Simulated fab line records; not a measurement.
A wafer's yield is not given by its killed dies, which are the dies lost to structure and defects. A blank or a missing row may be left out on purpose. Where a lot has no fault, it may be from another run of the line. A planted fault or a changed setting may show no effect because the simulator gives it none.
Chamber matching ; flow n5 finfet ; 4 sister chambers for N5_MOL_CONTACT_COAG_VIA_ETCH_117 on rie diel-05
The step etches SiO2 in C4F6/O2, target depth 40 nm, overetch 8 nm, time 26 s. 22 wafers are shown with their chamber, then 11 later ones without.

WAFERS WITH THEIR CHAMBER
wafer;chamber;drypump motor current A (A);rf vpp V (V);throttle valve pct (%)
L075.1;1;5.2;1627;41.4
L075.3;2;5.5;1572;41.3
L075.6;1;5.2;1626;41.4
L080.1;3;4.8;1598;40.8
L080.3;1;5.2;1625;41.4
L080.5;0;5.9;1582;40.7
L082.1;0;5.9;1580;40.7
L082.5;3;4.8;1597;40.8
L082.6;0;5.9;1579;40.7
L083.4;3;4.8;1598;40.8
L083.5;3;4.8;1597;40.8
L083.6;0;5.9;1580;40.6
L084.2;2;5.6;1598;40.7
L084.4;1;5.2;1626;41.4
L084.5;0;5.9;1580;40.7
L085.2;1;5.2;1624;41.4
L085.4;0;5.9;1580;40.7
L085.6;2;5.5;1599;40.7
L086.1;0;5.9;1580;40.7
L086.2;1;5.2;1625;41.4
L086.3;3;4.9;1598;40.8
L087.1;2;5.5;1599;40.7

SIGNATURES, as means of the wafers listed above
reading;chamber 0;chamber 1;chamber 2;chamber 3;scatter within a chamber
drypump motor current A;5.900;5.200;5.525;4.820;0.0293
rf vpp V;1580.14;1625.50;1592.00;1597.60;5.51
throttle valve pct;40.686;41.400;40.850;40.800;0.124
Rule: for each reading, subtract the chamber's mean from the wafer's reading, divide by that reading's scatter and square the result; add these up over the readings and take the root, which gives the wafer's distance from the chamber. The wafer belongs to the nearest chamber; if the next one is less than 2 further off, it can't be placed. How the scatter is found: for the shown wafers, subtract from each reading the mean of its chamber, square and add these, divide the total by (wafers less chambers), then take the root.

WAFERS WHOSE CHAMBER IS MISSING
wafer;drypump motor current A (A);rf vpp V (V);throttle valve pct (%)
L087.2;4.8;1597;40.8
L087.6;5.5;1597;40.7
L093.1;5.9;1578;40.7
L093.4;4.9;1595;40.8
L093.6;5.6;1598;40.7
L095.2;4.8;1597;40.8
L095.3;5.5;1598;40.7
L095.4;5.2;1623;41.5
L096.3;4.8;1597;40.8
L096.4;5.2;1625;41.4
L096.5;5.8;1580;40.7

EACH ONE'S CHAMBER
wafer;from the rows above;in truth
L087.2;3;3
L087.6;2;2
L093.1;0;0
L093.4;3;3
L093.6;2;2
L095.2;3;3
L095.3;2;2
L095.4;1;1
L096.3;3;3
L096.4;1;1
L096.5;0;0
Correct placement for 11 of the 11. Not placeable from these rows: 0. Wrongly placed: 0.
